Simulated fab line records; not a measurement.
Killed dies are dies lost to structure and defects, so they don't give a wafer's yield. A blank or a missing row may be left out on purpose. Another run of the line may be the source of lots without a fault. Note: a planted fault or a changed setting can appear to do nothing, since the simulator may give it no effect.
Problem report in the 8D (eight disciplines) form, filled by code    flow n5Finfet    the parts of the form that need people (team, actions taken, sign-off) are left out

== 1. WHAT IS WRONG ==
RS_SD_N at N5_SD_ACTIVATION_RS_MEAS_03 reads a mean of 23.17 ohm/sq on 6 wafers of 2 lots; wafers without a fault read 21.80 ohm/sq with a standard deviation of 0.28. Measured from the usual mean, that is +4.9 standard deviations.
The step: measures by four-point-probe.
Seen first at day 6 17:12 on filmMetro-01, wafer L954.1. At this step, 27 wafers from 9 lots have a number in the record. By rule, "out" or "out of limits" means more than 4 standard deviations away from the usual mean. The other wafers with a number count as sound.

== 2. WHAT IT IS, AND WHAT IT ISN'T ==
question                     is                          is not
which readings at this step  RS_SD_N                     RS_SD_P
which lots                   L954, L956                  L942, L945, L946, L948, L961, L963, L965
which wafers of those lots   all that have a number      -
read on which gauges         filmMetro-01, filmMetro-02  -
when                         from day 6 17:12            up to then (12 sound wafers); but 9 sound wafers of L961, L963, L965 came after

== 3. THE SUSPECTS, EACH WITH WHAT RULES IT OUT ==
Counting: a tool at a process step up to the reading stays a suspect if it ran every lot that is out and no sound lot after the first of them.
- the gauge at N5_SD_ACTIVATION_RS_MEAS_03 has been ruled out. Those wafers that are out were read across 2 gauges (filmMetro-01, filmMetro-02).
- rieDiel-02 at N5_SD_EPI_P_ETCH_36 (etches SiARC in CF4, target depth 45.5 nm, time 75.8 s): ruled out as a lasting fault. After its first lot that is out, L954 (day 6 09:10), sound lots L965 ran on it.
- laserAnneal-01 at N5_SD_ACTIVATION_LSA_01 (time 0.0008 s): kept. It processed each lot that is out, first L954 at day 6 17:00, and no sound lot thereafter; up to then, the last sound lot it processed was L948 at day 4 22:02. Out on those wafers are its own readings of wafer_temp_C_max.
Left after counting: laserAnneal-01 at N5_SD_ACTIVATION_LSA_01.

== 4. THE CAUSE (what the simulator had put in) ==
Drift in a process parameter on laserAnneal-01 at N5_SD_ACTIVATION_LSA_01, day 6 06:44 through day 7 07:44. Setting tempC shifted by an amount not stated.
Counting left only this tool.

== 5. THE CHAIN OF EFFECTS, in route order ==
Rows list readings where the struck wafers' mean (over those with a number) sits beyond 3 standard deviations from the usual. Only readings for which the record gives a usual standard deviation are gone through. hours: the time from each lot's start at the first step in this table that gives one to its start at this step, as a median over the lots. sigmas: the change in usual standard deviations.
hours  step                         reading           usual         on struck wafers  change  sigmas
0      N5_SD_ACTIVATION_LSA_01      wafer_temp_C_max  1086.7        1075.2            -11.5   -10
0      N5_SD_ACTIVATION_RS_MEAS_03  RS_SD_N           21.80 ohm/sq  23.17             +1.37   +4.9
120    N5_BEOL_M4_RC_MEAS_101       RS_SD_N           28.2 ohm/sq   29.7              +1.5    +4.2
The process steps in it:
- N5_SD_ACTIVATION_LSA_01: time 0.0008 s.

== 6. WHAT WOULD HAVE CAUGHT IT SOONER ==
Counted from the fault's start at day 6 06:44, it took 10 hours until the first out-of-limits reading at a measuring or inspecting step in this record, taken at day 6 17:12.
At N5_SD_ACTIVATION_LSA_01, the tool's own readings (wafer_temp_C_max) were out on each struck wafer the step has a row for, so an alarm limit on them would have fired on the first such wafer.
Lots out: 2; of these, L956 started N5_SD_ACTIVATION_LSA_01 on laserAnneal-01 after day 6 17:12. A hold on the tool at that time would have spared it.
